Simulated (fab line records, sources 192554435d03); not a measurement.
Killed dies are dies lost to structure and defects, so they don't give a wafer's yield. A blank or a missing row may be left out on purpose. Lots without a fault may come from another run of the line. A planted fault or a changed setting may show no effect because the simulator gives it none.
Which tool did it? | flow n5_finfet | 10 lots, 30 wafers sampled, at 1 step of a route of 1938

WHAT THE GAUGES READ, wafer by wafer
N5_DUMMY_GATE_OVL_MEAS_16.
lot  | measured    | on         | GATE_OVL (nm)
L591 | day 3 10:02 | overlay-01 | -0.1 0.3 -0.4
L594 | day 4 06:01 | overlay-02 | 0.2 -0.9 0.6
L595 | day 4 13:56 | overlay-02 | -0.4 -1.2 -0.2
L596 | day 4 17:02 | overlay-02 | -0.8 -0.8 -1.2
L597 | day 4 22:05 | overlay-01 | -0.7 -0.5 -1.5
L598 | day 5 06:46 | overlay-02 | -0.5 -0.1 -0.3
L605 | day 6 23:35 | overlay-02 | -0.8 -0.4 -1.0
L606 | day 7 05:42 | overlay-02 | -0.9 -0.4 -0.5
L610 | day 8 03:09 | overlay-01 | 1.3 0.1 1.3
L612 | day 8 17:33 | overlay-01 | 1.1 0.2 0.7

WHICH TOOL RAN EACH LOT (tool, then ch and the chambers of the sampled wafers, then the start)
The record holds no process step before these readings.

THE ANSWER, worked out from the rows above alone
Rule: what is usual is taken from the lots themselves. Put in order of their means at a reading, lots are off if they are a third of the lots or fewer, leave a main group of 4 or more, and stand apart from it by a gap of 3 or more times the standard deviation of the main group's means; of several such gaps the widest counts. A main group whose means are all the same, to the digits that the tables above print for the reading, isn't used. A lot without any number at a reading at which 4 lots or more have one is off too. The other lots that the step has rows for count as sound.
No lot is off at any reading shown: from this, nothing can be told.

WHAT THE SIMULATOR HAD PUT IN
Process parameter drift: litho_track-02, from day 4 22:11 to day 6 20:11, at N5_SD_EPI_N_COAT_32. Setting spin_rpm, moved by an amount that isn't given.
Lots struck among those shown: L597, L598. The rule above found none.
